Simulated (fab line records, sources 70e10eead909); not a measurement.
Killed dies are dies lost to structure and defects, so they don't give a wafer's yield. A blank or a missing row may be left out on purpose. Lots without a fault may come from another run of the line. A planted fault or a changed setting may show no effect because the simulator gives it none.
fab line records | flow nand_harc
record lots=7 wafers=18 last_day=23
route steps=1159 shown P_CONTACT@226 END@1159
lots that met no fault: from a run of the same line without faults
start_h: hours from the record's first day to the start of the lot's first wafer shown | wait_h: hours since the lot's step before | " the same as in the row above | L1.1+2: a row that stands for several wafers | - no value, or no start given | * or withheld: withheld | < > ~ a bound
route shown NAME@n: a module of which the file shows steps, and the number in the route of the first | usual: mean/standard deviation of fault-free wafers | same: alike in all rows | chamber/n: place in a boat | sites: the reading at each site | _std_site: their standard deviation | _edge_site: outer sites' mean less inner sites' | radius_mm: how far each site lies from the wafer's centre | mask NAME#n: copy n | behind: the tool/chamber that last shaped the wafer | hold: why the lot was held/for how many hours/how that ended | device: the transistor (n, p or np) that didn't switch | end of line: the same wafers' tests at the end of the route | a step without rows: its recipe alone | killed: dies lost to structure and defects at the first sort, not the wafer's yield | map: a wafer's dies, x killed, . not, _ none there
set.NAME: the setting as run; set.NAME@STEP: as run at that earlier step | model.NAME: the simulator's own value behind a step, which no gauge read
lots at some steps of the route; a table a step, a row a wafer
services: from which hour (start_h, from the record's first day; less than 0 if before it) a tool's chamber was out of use, for how many hours, and why
## steps
# step NHARC_P_CONTACT_COAT_06
# recipe spin_rpm=1500 resist_thk_nm=90
# step NHARC_P_CONTACT_SOFTBAKE_07
# recipe temp_c=105 time_s=55
# step NHARC_P_CONTACT_EBR_08
# step NHARC_P_CONTACT_EXPOSE_09
# recipe na=1.35 target_cd_nm=90 dose_mj=81.26 mask_id=P_CA
# step NHARC_P_CONTACT_PEB_10
# recipe peb_temp_c=100 peb_time_s=65
# step NHARC_P_CONTACT_DEVELOP_11
# recipe develop_time_s=35 dev_temp_c=23
# step NHARC_P_CONTACT_CD_MEAS_12
# recipe target_cd_nm=90 landing_energy_ev=500
# usual cd_nm=90.5/0.96
# columns lot.wafer tool chamber start_h wait_h cd_nm
L634.2 cd_sem-02 0 106.26 - 90.2
L634.3 " 0 " " 90.7
L634.6 " 0 " " 90.4
L636.1 cd_sem-02 0 124.73 - 91.4
L636.2 " 0 " " 90.2
L636.6 " 0 " " 91.8
L640.3 cd_sem-01 0 152.01 - 90.4
L640.5 " 0 " " 90.1
L641.1 cd_sem-02 0 153.30 - 89.2
L641.6 " 0 " " 89.1
L643.1 cd_sem-03 0 167.80 - 89.6
L643.6 " 0 " " 89.3
L644.3 cd_sem-03 0 186.85 - 89.6
L644.5 " 0 " " 89.3
L644.6 " 0 " " 89.2
L653.1 cd_sem-02 0 220.19 - 89.8
L653.3 " 0 " " 91.9
L653.5 " 0 " " 92.0
# step NHARC_P_CONTACT_OVL_MEAS_13
# usual overlay_x_nm=0.0/0.73 overlay_y_nm=0.1/0.72
# columns lot.wafer tool chamber start_h wait_h overlay_x_nm overlay_y_nm
L634.2 overlay-01 - 106.37 - 1.2 -0.5
L634.3 " - " " 1.2 -1.0
L634.6 " - " " 1.7 -0.5
L636.1 overlay-02 - 124.82 - 0.2 0.0
L636.2 " - " " -0.2 0.0
L636.6 " - " " 0.4 0.5
L640.3 overlay-01 - 152.10 - -0.3 0.1
L640.5 " - " " -0.5 0.6
L641.1 overlay-01 - 153.39 - 1.4 0.8
L641.6 " - " " 0.9 0.9
L643.1 overlay-01 - 167.88 - -0.1 0.1
L643.6 " - " " 0.0 -0.8
L644.3 overlay-02 - 186.93 - 0.3 -0.4
L644.5 " - " " 0.4 -1.0
L644.6 " - " " 0.1 -1.0
L653.1 overlay-01 - 220.28 - 0.8 1.8
L653.3 " - " " 1.0 1.5
L653.5 " - " " 0.8 1.1
# step NHARC_P_CONTACT_INSPECT_14
# usual raw_defect_count=3.7/2.3
# columns lot.wafer tool chamber start_h wait_h raw_defect_count
L634.2 defect_inspect-02 - 106.40 0.0 6
L634.3 " - " " 5
L634.6 " - " " 9
L636.1 defect_inspect-01 - 124.86 0.0 5
L636.2 " - " " 2
L636.6 " - " " 6
L640.3 defect_inspect-02 - 152.13 0.0 4
L640.5 " - " " 8
L641.1 defect_inspect-02 - 153.43 0.0 7
L641.6 " - " " 6
L643.1 defect_inspect-01 - 167.92 0.0 3
L643.6 " - " " 1
L644.3 defect_inspect-02 - 186.97 0.0 9
L644.5 " - " " 9
L644.6 " - " " 7
L653.1 defect_inspect-01 - 220.32 0.0 2
L653.3 " - " " 4
L653.5 " - " " 3
# step NHARC_P_CONTACT_DESCUM_17
# recipe time_s=3 o2_flow_sccm=200 ar_flow_sccm=0 bias_power_w=0 chemistry=O2
# usual drypump_motor_current_A=5.8/0.4 oes_product_au=0.995/0.0095 rf_vpp_V=57.6/0.92 showerhead_plenum_p_Torr=1.87/0.082 throttle_valve_pct=11.311/0.0092
# columns lot.wafer tool chamber start_h wait_h drypump_motor_current_A oes_product_au rf_hours_counter_h rf_vpp_V showerhead_plenum_p_Torr throttle_valve_pct
L634.2 rie_diel-01 1 106.46 0.1 5.3 1.017 15 57.8 1.83 11.306
L634.3 " 2 " " 5.6 1.003 14 56.7 1.80 11.314
L634.6 " 2 " " 5.6 1.000 - 56.7 1.80 11.305
L636.2 rie_diel-08 1 124.92 0.1 6.5 1.008 58 58.5 1.83 11.297
L636.1 " 2 " " 6.3 0.998 64 57.6 1.91 11.318
L636.6 " 2 " " 6.3 0.986 - 57.4 1.91 11.314
L640.3 rie_diel-01 1 152.20 0.1 5.4 1.005 0 59.0 1.83 11.298
L640.5 " 2 " " 5.6 1.007 - 55.4 1.80 11.304
L641.1 rie_diel-01 2 153.50 0.1 5.6 1.000 1 55.5 1.80 11.306
L641.6 " 1 " " 5.3 0.999 - 58.5 1.83 11.288
L643.1 rie_diel-01 2 167.98 0.1 5.6 0.999 2 57.4 1.80 11.303
L643.6 " 3 " " 6.2 0.986 - 58.4 1.95 11.308
L644.3 rie_diel-11 2 187.04 0.1 5.2 0.987 17 58.5 2.04 11.315
L644.5 " 1 " " 6.0 0.996 - 58.1 1.78 11.304
L644.6 " 2 " " 5.2 0.988 - 57.1 2.04 11.298
L653.1 rie_diel-11 0 220.38 0.1 6.2 1.001 2 56.3 1.81 11.305
L653.3 " 1 " " 6.0 1.012 1 58.9 1.78 11.319
L653.5 " 1 " " 6.0 1.009 - 57.8 1.78 11.303
# step NHARC_P_CONTACT_ETCH_35
# recipe target_depth_a=390 over_etch_frac=0.3 time_s=65 ion_energy_ev=80 cf4_flow_sccm=150 ar_flow_sccm=0 rf_w=300 bias_w=100 chemistry=CF4
# usual drypump_motor_current_A=5.7/0.41 oes_product_au=0.994/0.01 rf_vpp_V=151.0/1.1 run_length_s=86.5/0.5 showerhead_plenum_p_Torr=1.74/0.073 throttle_valve_pct=13.283/0.0084
# columns lot.wafer tool chamber start_h wait_h drypump_motor_current_A oes_product_au rf_hours_counter_h rf_vpp_V run_length_s showerhead_plenum_p_Torr throttle_valve_pct
L634.3 rie_diel-01 3 106.55 0.1 6.3 0.993 14 152.3 87.6 1.80 13.273
L634.2 " 2 " " 5.6 0.996 14 150.2 86.6 1.67 13.267
L634.6 " 0 " " 5.6 1.005 - 151.4 86.4 1.74 13.289
L636.1 rie_diel-08 2 125.01 0.1 6.3 0.990 64 151.0 86.6 1.76 13.277
L636.2 " 0 " " 5.7 1.001 54 150.1 85.9 1.77 13.284
L636.6 " 1 " " 6.5 1.006 - 151.4 86.2 1.70 13.278
L640.3 rie_diel-01 0 152.30 0.1 5.6 0.984 0 151.4 86.0 1.73 13.283
L640.5 " 1 " " 5.4 0.995 - 150.3 86.2 1.69 13.292
L641.1 rie_diel-01 0 153.59 0.1 5.6 0.986 1 152.7 86.0 1.73 13.280
L641.6 " 2 " " 5.6 0.985 - 148.9 86.6 1.67 13.277
L643.1 rie_diel-01 2 168.09 0.1 5.6 0.998 2 150.4 87.0 1.67 13.268
L643.6 " 3 " " 6.2 0.994 - 151.4 87.0 1.80 13.271
L644.3 rie_diel-11 2 187.12 0.1 5.2 0.967 17 152.2 87.0 1.88 13.278
L644.6 " 1 " " 6.0 1.001 - 149.4 86.1 1.66 13.288
L644.5 " 2 " " 5.3 0.973 - 152.0 87.0 1.88 13.291
L653.1 rie_diel-11 3 220.47 0.1 5.0 1.002 2 152.7 86.1 1.89 13.295
L653.3 " 1 " " 6.0 0.994 1 150.0 85.9 1.66 13.279
L653.5 " 2 " " 5.2 0.988 - 152.6 86.8 1.88 13.289
# step NHARC_P_CONTACT_ETCH_36
# recipe target_depth_a=2600 over_etch_frac=0.25 time_s=406.25 ion_energy_ev=200 n2_flow_sccm=150 h2_flow_sccm=150 ar_flow_sccm=0 rf_w=400 bias_w=150 chemistry=N2/H2
# usual drypump_motor_current_A=5.7/0.4 h2_flow_sccm=150.0/0.44 oes_product_au=0.994/0.0088 rf_vpp_V=429.5/2.6 run_length_s=427.7/0.49 showerhead_plenum_p_Torr=2.00/0.089 throttle_valve_pct=14.170/0.0088
# columns lot.wafer tool chamber start_h wait_h drypump_motor_current_A h2_flow_sccm oes_product_au rf_hours_counter_h rf_vpp_V run_length_s showerhead_plenum_p_Torr throttle_valve_pct
L634.3 rie_diel-01 2 - - 5.6 150.0 0.994 14 427.0 428.2 1.91 14.156
L634.2 " 3 " " 6.3 149.3 1.009 14 431.5 428.2 2.08 14.170
L634.6 " 1 " " 5.4 149.9 1.009 - 427.9 427.9 1.95 14.164
L636.1 rie_diel-08 2 - - 6.3 149.7 0.990 64 430.9 427.7 2.03 14.161
L636.2 " 0 " " 5.7 150.0 0.996 54 430.4 427.1 2.04 14.173
L636.6 " 2 " " 6.3 150.0 0.981 - 431.3 428.2 2.03 14.175
L640.3 rie_diel-01 1 - - 5.3 149.6 1.000 0 427.8 427.6 1.95 14.147
L640.5 " 3 " " 6.2 149.8 0.989 - 431.6 428.5 2.08 14.168
L641.1 rie_diel-01 2 - - 5.6 149.8 0.998 1 427.2 427.8 1.91 14.167
L641.6 " 3 " " 6.2 149.9 1.004 - 431.3 428.3 2.08 14.179
L643.1 rie_diel-01 2 - - 5.6 149.5 0.995 2 427.9 427.9 1.91 14.165
L643.6 " 0 " " 5.6 149.8 0.999 - 428.8 427.0 2.00 14.159
L644.3 rie_diel-11 2 - - 5.2 150.0 0.984 17 433.9 428.3 2.18 14.165
L644.5 " 1 " " 6.0 149.4 1.002 - 428.8 427.0 1.90 14.165
L644.6 " 2 " " 5.2 149.4 0.982 - 434.2 428.5 2.18 14.167
L653.3 rie_diel-11 1 - - 6.0 150.1 1.003 2 427.3 427.6 1.90 14.164
L653.1 " 3 " " 5.0 150.4 1.002 2 434.6 428.3 2.19 14.181
L653.5 " 1 " " 6.0 150.0 1.003 - 427.9 427.0 1.90 14.168
# step NHARC_P_CONTACT_ETCH_18
# recipe target_depth_a=4810 time_s=240.5 c4f8_flow_sccm=20 o2_flow_sccm=10 ar_flow_sccm=withheld rf_w=600 bias_w=1500 chemistry=C4F8/O2/Ar
# usual oes_product_au=0.958/0.019 rf_vpp_V=976/5.7 run_length_s=262.0/0.46
# columns lot.wafer tool chamber start_h wait_h oes_product_au rf_hours_counter_h rf_vpp_V run_length_s
L634.2 rie_diel-01 1 106.96 - 0.961 15 972 261.9
L634.3 " 2 " " 0.957 14 971 262.5
L634.6 " 0 " " 0.972 - 975 261.4
L636.1 rie_diel-08 1 125.43 - 0.972 58 973 261.4
L636.2 " 2 " " 0.944 64 978 262.2
L636.6 " 3 " " 0.969 - 977 261.8
L640.3 rie_diel-01 0 152.69 - 0.964 1 976 204.0
L640.5 " 0 " " 0.968 - 976 261.6
L641.1 rie_diel-01 2 154.01 - 0.965 1 971 262.1
L641.6 " 0 " " 0.965 - 975 203.6
L643.1 rie_diel-01 3 168.46 - 0.944 3 981 262.6
L643.6 " 3 " " 0.941 - 981 205.3
L644.3 rie_diel-11 1 187.57 - 0.967 18 969 261.7
L644.5 " 2 " " 0.947 - 987 262.6
L644.6 " 3 " " 0.972 - 989 262.3
L653.1 rie_diel-11 3 220.86 - 0.974 2 987 262.0
L653.3 " 1 " " 0.955 2 969 261.8
L653.5 " 3 " " 0.973 - 987 261.7
# step NHARC_P_CONTACT_STRIP_37
# recipe c4f8_flow_sccm=withheld o2_flow_sccm=8 ar_flow_sccm=withheld bias_w=0 chemistry=C4F8/O2/Ar
# step NHARC_END_SORT_01
# recipe temp_c=25
# usual killed_at_array=29/9.4 killed_at_other=0.7/1.3 killed_at_periphery=2.9/2.1 killed_dies=32/9 killed_open=3.3/1.8 killed_short=1.9/1.4
# same gross_dies=677
# columns lot.wafer tool chamber start_h wait_h killed_at_array killed_at_other killed_at_periphery killed_dies killed_open killed_short
L641.6 prober-01 0 491.29 4.1 40 0 637 677 4 3
L640.3 prober-02 0 504.84 3.1 18 0 659 677 1 3
L643.6 prober-01 0 514.99 4.0 12 0 665 677 4 0
# killed by level:class
L641.6 P_CONTACT:area_etch=631 A_CHANNEL_HOLE_D1:chamber_film_flake=17 A_SLIT:chamber_film_flake=10 A_STAIRCASE:chamber_film_flake=4 A_CONTACT:geometric_particle:open=3 P_ZERO_WELL:chamber_film_flake=3 A_WL_FILL:chamber_film_flake=2 P_GATE:geometric_particle:open=1
L640.3 P_CONTACT:area_etch=652 A_STAIRCASE:chamber_film_flake=6 A_CHANNEL_HOLE_D1:chamber_film_flake=5 P_GATE:geometric_particle:short=2 P_M1:chamber_film_flake=2 A_CONTACT:chamber_film_flake=2 A_CHANNEL_FILL_D1:geometric_particle:short=1 A_M0:geometric_particle:open=1
L643.6 P_CONTACT:area_etch=663 A_CHANNEL_HOLE_D1:chamber_film_flake=5 A_WL_FILL:chamber_film_flake=2 A_CONTACT:chamber_film_flake=2 P_CONTACT:geometric_particle:open=1 P_M2:geometric_particle:open=1 A_CONTACT:geometric_particle:open=1 A_M1:geometric_particle:open=1
# map L640.3 (x killed, . not)
____________x____________
_________xxxxxxx_________
_______xxxxxxxxxxx_______
______xxxxxxxxxxxxx______
_____xxxxxxxxxxxxxxx_____
____xxxxxxxxxxxxxxxxx____
____xxxxxxxxxxxxxxxxx____
___xxxxxxxxxxxxxxxxxxx___
___xxxxxxxxxxxxxxxxxxx___
__xxxxxxxxxxxxxxxxxxxxx__
__xxxxxxxxxxxxxxxxxxxxx__
_xxxxxxxxxxxxxxxxxxxxxxx_
_xxxxxxxxxxxxxxxxxxxxxxx_
_xxxxxxxxxxxxxxxxxxxxxxx_
_xxxxxxxxxxxxxxxxxxxxxxx_
_xxxxxxxxxxxxxxxxxxxxxxx_
xxxxxxxxxxxxxxxxxxxxxxxxx
xxxxxxxxxxxxxxxxxxxxxxxxx
xxxxxxxxxxxxxxxxxxxxxxxxx
xxxxxxxxxxxxxxxxxxxxxxxxx
xxxxxxxxxxxxxxxxxxxxxxxxx
_xxxxxxxxxxxxxxxxxxxxxxx_
_xxxxxxxxxxxxxxxxxxxxxxx_
_xxxxxxxxxxxxxxxxxxxxxxx_
_xxxxxxxxxxxxxxxxxxxxxxx_
_xxxxxxxxxxxxxxxxxxxxxxx_
__xxxxxxxxxxxxxxxxxxxxx__
__xxxxxxxxxxxxxxxxxxxxx__
___xxxxxxxxxxxxxxxxxxx___
___xxxxxxxxxxxxxxxxxxx___
____xxxxxxxxxxxxxxxxx____
____xxxxxxxxxxxxxxxxx____
_____xxxxxxxxxxxxxxx_____
______xxxxxxxxxxxxx______
_______xxxxxxxxxxx_______
_________xxxxxxx_________
____________x____________
# map L641.6 (x killed, . not)
____________x____________
_________xxxxxxx_________
_______xxxxxxxxxxx_______
______xxxxxxxxxxxxx______
_____xxxxxxxxxxxxxxx_____
____xxxxxxxxxxxxxxxxx____
____xxxxxxxxxxxxxxxxx____
___xxxxxxxxxxxxxxxxxxx___
___xxxxxxxxxxxxxxxxxxx___
__xxxxxxxxxxxxxxxxxxxxx__
__xxxxxxxxxxxxxxxxxxxxx__
_xxxxxxxxxxxxxxxxxxxxxxx_
_xxxxxxxxxxxxxxxxxxxxxxx_
_xxxxxxxxxxxxxxxxxxxxxxx_
_xxxxxxxxxxxxxxxxxxxxxxx_
_xxxxxxxxxxxxxxxxxxxxxxx_
xxxxxxxxxxxxxxxxxxxxxxxxx
xxxxxxxxxxxxxxxxxxxxxxxxx
xxxxxxxxxxxxxxxxxxxxxxxxx
xxxxxxxxxxxxxxxxxxxxxxxxx
xxxxxxxxxxxxxxxxxxxxxxxxx
_xxxxxxxxxxxxxxxxxxxxxxx_
_xxxxxxxxxxxxxxxxxxxxxxx_
_xxxxxxxxxxxxxxxxxxxxxxx_
_xxxxxxxxxxxxxxxxxxxxxxx_
_xxxxxxxxxxxxxxxxxxxxxxx_
__xxxxxxxxxxxxxxxxxxxxx__
__xxxxxxxxxxxxxxxxxxxxx__
___xxxxxxxxxxxxxxxxxxx___
___xxxxxxxxxxxxxxxxxxx___
____xxxxxxxxxxxxxxxxx____
____xxxxxxxxxxxxxxxxx____
_____xxxxxxxxxxxxxxx_____
______xxxxxxxxxxxxx______
_______xxxxxxxxxxx_______
_________xxxxxxx_________
____________x____________
## services
# columns tool chamber start_h hours kind
rie_diel-01 - 86.79 0.2 repair
rie_diel-01 0 92.60 - clean
rie_diel-01 1 92.60 - clean
rie_diel-01 2 92.60 - clean
rie_diel-01 3 92.60 - clean
rie_diel-01 2 107.03 8.3 repair
rie_diel-08 0 107.63 5.6 repair
rie_diel-01 3 112.45 4.6 repair
rie_diel-01 1 114.51 2.2 repair
rie_diel-01 0 117.10 - clean
rie_diel-01 1 117.10 - clean
rie_diel-01 2 117.10 - clean
rie_diel-01 3 117.10 - clean
rie_diel-08 - 125.85 9.0 pm
rie_diel-01 - 137.80 9.0 pm
rie_diel-01 0 137.80 9.0 vent_cycle
rie_diel-01 1 137.80 9.0 vent_cycle
rie_diel-01 2 137.80 9.0 vent_cycle
rie_diel-01 3 137.80 9.0 vent_cycle
rie_diel-11 - 179.88 0.7 repair
rie_diel-01 - 183.09 0.4 repair
rie_diel-11 - 189.50 9.0 pm
rie_diel-01 1 205.92 7.1 repair
rie_diel-11 2 207.50 4.5 repair
## key
first_sign step=NHARC_P_CONTACT_ETCH_18 reading=run_length_s direction=down sigmas=99+ usual=* struck=*
effect step=NHARC_END_SORT_01 reading=killed_at_periphery direction=up sigmas=99+ usual=2.9 struck=653.7
more_kills_born_at NHARC_P_CONTACT_ETCH_18@rie_diel-01=1946
met_at NHARC_P_CONTACT_ETCH_18
struck_wafers L640.3,L641.6,L643.6
later_rows_left_out L640.3,L641.6,L643.6
tester_left_out L640,L641,L643
onset_between 106.96 152.69
fault kind=process_parameter_drift tool=rie_diel-01 chamber=- onset_h=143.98 steps=NHARC_P_CONTACT_ETCH_18 channel=time_s offset=* shape=step end_h=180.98 scope=struck_wafers_only acts_in=* stated=*
# tester_left_out: of these lots the tester's yield and bins aren't shown, on N5 and GAA mostly nor the transistor test; their killed dies are dies lost to structure and defects alone, not to doping, threshold or leakage, so they don't give the yield
# later_rows_left_out: the simulator's readings of these wafers behind a module that went badly wrong aren't trusted and aren't shown, but for the sort
